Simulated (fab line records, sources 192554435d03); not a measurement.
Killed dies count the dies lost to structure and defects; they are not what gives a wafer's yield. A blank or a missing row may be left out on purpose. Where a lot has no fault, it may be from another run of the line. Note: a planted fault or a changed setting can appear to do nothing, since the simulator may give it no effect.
Matching of chambers ; flow n5 finfet ; rie diel-02 running N5_BEOL_M6_ETCH_66: 4 sister chambers
The step etches SOC in N2/H2, target depth 80 nm, overetch 16 nm, time 120 s. 8 wafers are shown with their chamber, then 8 later ones without.

WAFERS, EACH WITH ITS CHAMBER
wafer;chamber;showerhead plenum p Torr (Torr);throttle valve pct (%)
L076.6;3;2.53;17.84
L077.3;2;2.63;18.40
L082.3;0;2.39;17.57
L082.6;1;2.62;17.91
L081.1;0;2.39;17.59
L081.5;2;2.63;18.40
L081.6;1;2.62;17.91
L089.1;3;2.51;17.90

WAFERS MISSING THEIR CHAMBER
wafer;showerhead plenum p Torr (Torr);throttle valve pct (%)
L089.4;2.63;17.99
L089.5;2.38;17.62
L092.2;2.51;17.89
L092.3;2.62;17.98
L092.4;2.51;17.91
L096.1;2.62;18.01
L096.3;2.60;17.52
L096.5;2.50;17.91

CHAMBER TAKEN BY EACH
wafer;from the rows above;in truth
L089.4;1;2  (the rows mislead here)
L089.5;0;0
L092.2;3;3
L092.3;1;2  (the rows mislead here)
L092.4;3;3
L096.1;1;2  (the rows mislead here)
L096.3;can't be placed: 1 or 3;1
L096.5;3;3
Placed correctly: 4 of 8. Unplaceable from these rows: 1, with the true chamber sitting among the candidates in 1. 3 placed wrongly.
How it was worked out, from the rows above alone: a wafer's distance from a chamber is the root of the sum, over the readings, of the square of ((its reading less the chamber's mean) divided by the reading's scatter). If the next closest chamber is less than 2 further off than the closest, the wafer can't be placed; otherwise it belongs to the closest. Each chamber's mean is taken over the wafers shown for it. The scatter: the root of (the sum of the squares of (reading less its chamber's mean) over the shown wafers, divided by (wafers less chambers)).
